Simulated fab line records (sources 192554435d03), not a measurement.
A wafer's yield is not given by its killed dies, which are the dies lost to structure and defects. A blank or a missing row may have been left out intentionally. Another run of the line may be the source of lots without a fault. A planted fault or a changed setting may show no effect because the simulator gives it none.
A struck lot beside a sound one || flow n5 finfet || 42 out of 1938 route steps
Sound: the wafers L399.1, L399.3, L399.4. Wafers struck: L392.2, L392.4, L392.5. The cause is named last.
At each step with rows: each side's tool, then ch and its chambers, then its first start. Under that, the readings that differ: sound wafers || struck wafers || difference of the means || sigmas: that difference in standard deviations of wafers without a fault.
alike: a reading whose means differ by less than 2 such deviations, as well as words and numbers matching on both sides. not compared: withheld readings; readings where some wafer has no value; bounds like >300 that might hide an equal value; numbers whose values overlap and for which the record gives no deviation.
Wherever a step has rows on one side only, a row that says differs or no value, or a row with sigmas, the two part there. Numbers that don't overlap but have no deviation are shown without sigmas and don't part them. A reading that every wafer of one side lacks parts them only if that side has two wafers or more.

first, 4 steps without rows for these wafers: N5_BEOL_M1_STRIP_36 (strips in N2/H2); N5_BEOL_M1_TRENCH_ETCH_37 (etches SiOC in C4F6/O2, target depth 55.207 nm, time 29 s); N5_BEOL_M1_ETCH_41 (etches SiCN in CH3F/O2, target depth 31.9 nm, time 57.8 s); N5_BEOL_M1_STRIP_97 (strips in N2/H2, time 10 s).
N5_BEOL_M1_OCD_MEAS_38:
  sound on ocd-02 at day 9 19:57; struck on ocd-02 at day 7 16:43
  alike: trench depth nm
then, 4 steps without rows for these wafers: N5_BEOL_M1_HM_STRIP_39 (strips TiN in peroxide tin strip, target depth 25 nm, time 158 s); N5_BEOL_M1_SRD_40 (time 30 s); N5_BEOL_M1_PRECLEAN_42 (cleans in residue remover, time 60 s); N5_BEOL_M1_SRD_43 (time 30 s).
N5_BEOL_M1_CD_MEAS_35: target cd 18 nm, target cd y 21 nm.
  sound on cd sem-01 at day 9 20:06; struck on cd sem-02 at day 7 16:52
  alike: cd nm
N5_BEOL_M1_DEGAS_44: time 60 s.
  sound on pvd sputter-03 at day 9 20:36; struck on pvd sputter-01 at day 7 17:05
  alike: heater power w
then, 1 step without rows for these wafers: N5_BEOL_M1_PRE_CLEAN_45 (time 30 s).
N5_BEOL_M1_ALD_84: deposits TaN, pulse time 2 s, purge time 3 s, co reactant purge time 2 s.
  sound on ald metal-04 ch 1,2,3, day 9 20:43; struck on ald metal-03 ch 0,1,3, day 7 17:14
{"reading": "heater power w (W)", "sound": "491 516 484", "struck": "444 375 316", "difference": -119, "sigmas": -2}
  alike: precursor vessel pressure torr
then, 6 steps without rows for these wafers: N5_BEOL_M1_SURFACE_TREAT_85; N5_BEOL_M1_CVD_47 (deposits Co from CCTBA/H2, target thk 3 nm, time 223.8 s); N5_BEOL_M1_SPUTTER_48 (material Cu, target thk 4.5 nm, time 8.29 s); N5_BEOL_M1_ANNEAL_49 (time 240 s); N5_BEOL_M1_SPUTTER_79 (material Cu, target thk 4.5 nm, time 8.29 s); N5_BEOL_M1_ANNEAL_80 (time 240 s).
N5_BEOL_M1_SPUTTER_81: material Cu, target thk 4.5 nm, time 8.29 s.
  sound on pvd sputter-03 at day 9 21:55; struck on pvd sputter-03 at day 7 18:30
  alike: chamber pressure pa, chuck gas flow sccm, throttle valve pct
then, 4 steps without rows for these wafers: N5_BEOL_M1_ANNEAL_82 (time 240 s); N5_BEOL_M1_SPUTTER_86 (material Cu, target thk 4.5 nm, time 8.29 s); N5_BEOL_M1_ANNEAL_87 (time 240 s); N5_BEOL_M1_SPUTTER_88 (material Cu, target thk 4.5 nm, time 8.29 s).
N5_BEOL_M1_ANNEAL_89: time 240 s.
  sound on pvd sputter-03 at day 9 22:26; struck on pvd sputter-03 at day 7 19:01
  alike: heater power w
N5_BEOL_M1_SPUTTER_90: material Cu, target thk 4.5 nm, time 8.29 s.
  sound on pvd sputter-03 at day 9 22:35; struck on pvd sputter-03 at day 7 19:10
  alike: chamber pressure pa, chuck gas flow sccm, throttle valve pct
then, 9 steps without rows for these wafers: N5_BEOL_M1_ANNEAL_91 (time 240 s); N5_BEOL_M1_SPUTTER_92 (material Cu, target thk 4.5 nm, time 8.29 s); N5_BEOL_M1_ANNEAL_93 (time 240 s); N5_BEOL_M1_SPUTTER_94 (material Cu, target thk 4.5 nm, time 8.29 s); N5_BEOL_M1_ANNEAL_95 (time 240 s); N5_BEOL_M1_SPUTTER_96 (material Cu, target thk 4.5 nm, time 8.29 s); N5_BEOL_M1_ECD_50 (material Cu, target thk 300 nm); N5_BEOL_M1_ANNEAL_51 (time 90 s); N5_BEOL_M1_CMP_52 (polishes, stops on SiOC, t overpolish 6.8 s, target thk 40 nm).
N5_BEOL_M1_THK_MEAS_53: measures by xrf.
  sound on film metro-01 at day 10 00:02; struck on film metro-02 at day 7 20:38
  alike: M1_THK
N5_BEOL_M1_PRE_CLEAN_60: time 15 s.
  sound on cvd co-02 ch 0,2, day 10 00:04; struck on cvd co-01 ch 0,1, day 7 20:40
  alike: heater power w
then, 3 steps without rows for these wafers: N5_BEOL_M1_CO_CAP_55 (material Co, precursor CCTBA/H2, target thk 2 nm, time 102.1 s); N5_BEOL_M1_PRE_CLEAN_56 (time 15 s); N5_BEOL_M1_DEP_57 (deposits SiCN from 3MS/NH3, target thk 8 nm, time 14 s).
N5_BEOL_M1_RS_MEAS_58: uses a four-point probe to measure.
  sound on film metro-01 at day 10 00:17; struck on film metro-02 at day 7 20:53
  alike: M1_RS
-- here the record skips 6 days between the struck wafers' starts before and after, leaving off in module BEOL_M1 and picking up in module PASSIVATION (first step shown: number 1936 of the route) --
N5_PASSIVATION_PROBE_49:
  the record has rows for the struck wafers here (prober-02, day 13 15:37) and none for the sound ones

## WHERE THEY PART
Last at N5_PASSIVATION_PROBE_49 as far as this record goes, first at N5_BEOL_M1_ALD_84.

WHY: what had been put in by the simulator
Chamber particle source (ald metal-03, N5_BEOL_M1_ALD_84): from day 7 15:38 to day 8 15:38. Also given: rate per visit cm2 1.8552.
